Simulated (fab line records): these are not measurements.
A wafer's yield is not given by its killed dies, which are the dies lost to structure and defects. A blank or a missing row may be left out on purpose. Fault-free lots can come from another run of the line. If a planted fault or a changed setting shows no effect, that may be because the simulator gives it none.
Code-filled problem report in 8D (eight disciplines) form ; flow n5 finfet ; the parts of the form that need people (team, actions taken, sign-off) are left out

## 1. WHAT WENT WRONG
Wafers without a fault read 1500.0 rpm, standard deviation 1.1; spin speed rpm at N5_BEOL_M14_COAT_58 reads a mean of 1632.9 rpm on 9 wafers belonging to 3 lots. That is +99 or more standard deviations from the usual mean.
The step: time 60 s, resist thk 89 nm.
Seen first at day 16 05:07 on litho track-01, wafer L205.1. At this step, 33 wafers from 11 lots have a number in the record. The rule behind "out" and "out of limits": a value lying over 4 standard deviations away from the usual mean. The rest of the wafers with a number are treated as sound.

## 2. WHAT IT IS, AND WHAT IT ISN'T
question;is;is not
which readings at this step;spin speed rpm;chill plate temp C
which lots;L205, L208, L210;L192, L196, L198, L200, L203, L204, L206, L207
which wafers of those lots;all that have a number;-
read on which tools;litho track-01;litho track-04, litho track-05
when;from day 16 05:07;"up to then (21 sound wafers); but 3 sound wafers of L206 came after"

## 3. SUSPECTS, AND WHAT RULES EACH OUT
Counting: a tool stays on the suspect list if, at a process step up to the reading, it processed all lots that are out and no sound lot following the first of them.
- rtp anneal-01 at N5_BEOL_M13_ANNEAL_48 (time 90 s): ruled out as a lasting fault. After its first lot that is out, L205 (day 16 04:07), sound lots L206 ran on it.
- litho track-01 at N5_BEOL_M14_COAT_58 (time 60 s, resist thk 89 nm): kept. All lots that are out passed through it, beginning with L205 at day 16 05:07, and no sound lot followed; its final sound lot before that point was L200 at day 15 03:13. Out on those wafers are its own readings of spin speed rpm.
Remaining after the count: litho track-01 at N5_BEOL_M14_COAT_58.

## 4. THE CAUSE (what the simulator had put in)
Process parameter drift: litho track-01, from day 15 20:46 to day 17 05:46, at N5_BEOL_M14_COAT_58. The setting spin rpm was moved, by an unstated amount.
Only this tool survived the counting.

## 5. SEQUENCE OF EFFECTS, ordered by route
Rows list readings where the struck wafers' mean (over those with a number) sits beyond 3 standard deviations from the usual. Readings are gone through only where the record gives a usual standard deviation; hours: the median, over the lots, of the time from a lot's start at the first step in this table giving one to that lot's start at this step; sigmas: the change measured in usual standard deviations.
hours;step;reading;usual;on struck wafers;change;sigmas
0;N5_BEOL_M14_COAT_58;spin speed rpm;1500.0 rpm;1632.9;+132.9;+99 or more
Process steps it contains:
- N5_BEOL_M14_COAT_58: time 60 s, resist thk 89 nm.

## 6. HOW IT WOULD HAVE BEEN CAUGHT EARLIER
The fault began at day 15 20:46; the first out-of-limits reading in this record came at day 16 05:07, 8 hours later.
